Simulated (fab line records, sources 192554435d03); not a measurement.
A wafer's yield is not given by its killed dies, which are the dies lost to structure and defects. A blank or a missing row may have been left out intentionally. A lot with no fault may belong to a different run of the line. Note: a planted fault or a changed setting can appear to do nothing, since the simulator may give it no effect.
Matching of chambers / flow n5_finfet / N5_MOL_CONTACT_COAG_ETCHBACK_136 on rie_diel-02: 4 sister chambers
The step etches SiO2 in CHF3, target depth 25 nm, time 16.7 s. 22 wafers are shown with their chamber, then 11 later ones without.

WAFERS, EACH WITH ITS CHAMBER
wafer=L081.1; chamber=0; drypump_motor_current_A (A)=5.9; showerhead_plenum_p_Torr (Torr)=2.26; throttle_valve_pct (%)=18.85
wafer=L081.3; chamber=2; drypump_motor_current_A (A)=6.2; showerhead_plenum_p_Torr (Torr)=2.47; throttle_valve_pct (%)=19.12
wafer=L081.5; chamber=2; drypump_motor_current_A (A)=6.2; showerhead_plenum_p_Torr (Torr)=2.47; throttle_valve_pct (%)=19.15
wafer=L082.1; chamber=0; drypump_motor_current_A (A)=5.9; showerhead_plenum_p_Torr (Torr)=2.26; throttle_valve_pct (%)=18.86
wafer=L082.4; chamber=2; drypump_motor_current_A (A)=6.2; showerhead_plenum_p_Torr (Torr)=2.47; throttle_valve_pct (%)=19.13
wafer=L082.5; chamber=2; drypump_motor_current_A (A)=6.1; showerhead_plenum_p_Torr (Torr)=2.47; throttle_valve_pct (%)=19.17
wafer=L083.2; chamber=1; drypump_motor_current_A (A)=5.0; showerhead_plenum_p_Torr (Torr)=2.28; throttle_valve_pct (%)=18.72
wafer=L083.5; chamber=2; drypump_motor_current_A (A)=6.2; showerhead_plenum_p_Torr (Torr)=2.47; throttle_valve_pct (%)=19.15
wafer=L083.6; chamber=3; drypump_motor_current_A (A)=6.1; showerhead_plenum_p_Torr (Torr)=2.28; throttle_valve_pct (%)=19.23
wafer=L085.1; chamber=3; drypump_motor_current_A (A)=6.1; showerhead_plenum_p_Torr (Torr)=2.27; throttle_valve_pct (%)=19.23
wafer=L085.5; chamber=1; drypump_motor_current_A (A)=5.0; showerhead_plenum_p_Torr (Torr)=2.28; throttle_valve_pct (%)=18.72
wafer=L085.6; chamber=0; drypump_motor_current_A (A)=5.9; showerhead_plenum_p_Torr (Torr)=2.26; throttle_valve_pct (%)=18.86
wafer=L086.1; chamber=2; drypump_motor_current_A (A)=6.2; showerhead_plenum_p_Torr (Torr)=2.46; throttle_valve_pct (%)=19.18
wafer=L086.2; chamber=3; drypump_motor_current_A (A)=6.1; showerhead_plenum_p_Torr (Torr)=2.27; throttle_valve_pct (%)=19.27
wafer=L086.3; chamber=0; drypump_motor_current_A (A)=5.9; showerhead_plenum_p_Torr (Torr)=2.26; throttle_valve_pct (%)=18.86
wafer=L088.2; chamber=3; drypump_motor_current_A (A)=6.1; showerhead_plenum_p_Torr (Torr)=2.27; throttle_valve_pct (%)=19.27
wafer=L088.3; chamber=0; drypump_motor_current_A (A)=5.9; showerhead_plenum_p_Torr (Torr)=2.25; throttle_valve_pct (%)=18.88
wafer=L088.5; chamber=3; drypump_motor_current_A (A)=6.1; showerhead_plenum_p_Torr (Torr)=2.27; throttle_valve_pct (%)=19.28
wafer=L089.1; chamber=2; drypump_motor_current_A (A)=6.2; showerhead_plenum_p_Torr (Torr)=2.46; throttle_valve_pct (%)=19.17
wafer=L089.2; chamber=3; drypump_motor_current_A (A)=6.1; showerhead_plenum_p_Torr (Torr)=2.27; throttle_valve_pct (%)=19.27
wafer=L089.5; chamber=3; drypump_motor_current_A (A)=6.1; showerhead_plenum_p_Torr (Torr)=2.27; throttle_valve_pct (%)=19.25
wafer=L090.3; chamber=3; drypump_motor_current_A (A)=6.1; showerhead_plenum_p_Torr (Torr)=2.27; throttle_valve_pct (%)=19.29

SIGNATURES (averages over the wafers above)
reading=drypump_motor_current_A; chamber 0=5.900; chamber 1=5.000; chamber 2=6.186; chamber 3=6.100; scatter within a chamber=0.0218
reading=showerhead_plenum_p_Torr; chamber 0=2.2580; chamber 1=2.2800; chamber 2=2.4671; chamber 3=2.2713; scatter within a chamber=0.00415
reading=throttle_valve_pct; chamber 0=18.8620; chamber 1=18.7200; chamber 2=19.1529; chamber 3=19.2613; scatter within a chamber=0.0196
Rule: for each reading, subtract the chamber's mean from the wafer's reading, divide by that reading's scatter and square the result; add these up over the readings and take the root, which gives the wafer's distance from the chamber. If the next closest chamber is less than 2 further off than the closest, the wafer can't be placed; otherwise it belongs to the closest. The scatter: the root of (the sum of the squares of (reading less its chamber's mean) over the shown wafers, divided by (wafers less chambers)).

WAFERS WITH NO CHAMBER GIVEN
wafer=L090.5; drypump_motor_current_A (A)=6.1; showerhead_plenum_p_Torr (Torr)=2.46; throttle_valve_pct (%)=19.17
wafer=L090.6; drypump_motor_current_A (A)=5.9; showerhead_plenum_p_Torr (Torr)=2.25; throttle_valve_pct (%)=18.88
wafer=L091.2; drypump_motor_current_A (A)=6.1; showerhead_plenum_p_Torr (Torr)=2.46; throttle_valve_pct (%)=19.19
wafer=L091.4; drypump_motor_current_A (A)=5.9; showerhead_plenum_p_Torr (Torr)=2.25; throttle_valve_pct (%)=18.88
wafer=L091.5; drypump_motor_current_A (A)=6.1; showerhead_plenum_p_Torr (Torr)=2.27; throttle_valve_pct (%)=19.28
wafer=L094.2; drypump_motor_current_A (A)=6.1; showerhead_plenum_p_Torr (Torr)=2.27; throttle_valve_pct (%)=19.28
wafer=L094.3; drypump_motor_current_A (A)=5.8; showerhead_plenum_p_Torr (Torr)=2.25; throttle_valve_pct (%)=18.89
wafer=L094.5; drypump_motor_current_A (A)=6.2; showerhead_plenum_p_Torr (Torr)=2.46; throttle_valve_pct (%)=19.19
wafer=L096.3; drypump_motor_current_A (A)=5.0; showerhead_plenum_p_Torr (Torr)=2.27; throttle_valve_pct (%)=18.76
wafer=L096.4; drypump_motor_current_A (A)=5.9; showerhead_plenum_p_Torr (Torr)=2.25; throttle_valve_pct (%)=18.91
wafer=L096.5; drypump_motor_current_A (A)=5.0; showerhead_plenum_p_Torr (Torr)=2.27; throttle_valve_pct (%)=18.78

THE CHAMBER EACH PASSED THROUGH
wafer=L090.5; from the rows above=2; in truth=2
wafer=L090.6; from the rows above=0; in truth=0
wafer=L091.2; from the rows above=2; in truth=2
wafer=L091.4; from the rows above=0; in truth=0
wafer=L091.5; from the rows above=3; in truth=3
wafer=L094.2; from the rows above=3; in truth=3
wafer=L094.3; from the rows above=0; in truth=0
wafer=L094.5; from the rows above=2; in truth=2
wafer=L096.3; from the rows above=1; in truth=1
wafer=L096.4; from the rows above=0; in truth=0
wafer=L096.5; from the rows above=1; in truth=1
11 of 11 placed correctly. Not placeable from these rows: 0. Wrongly placed: 0.
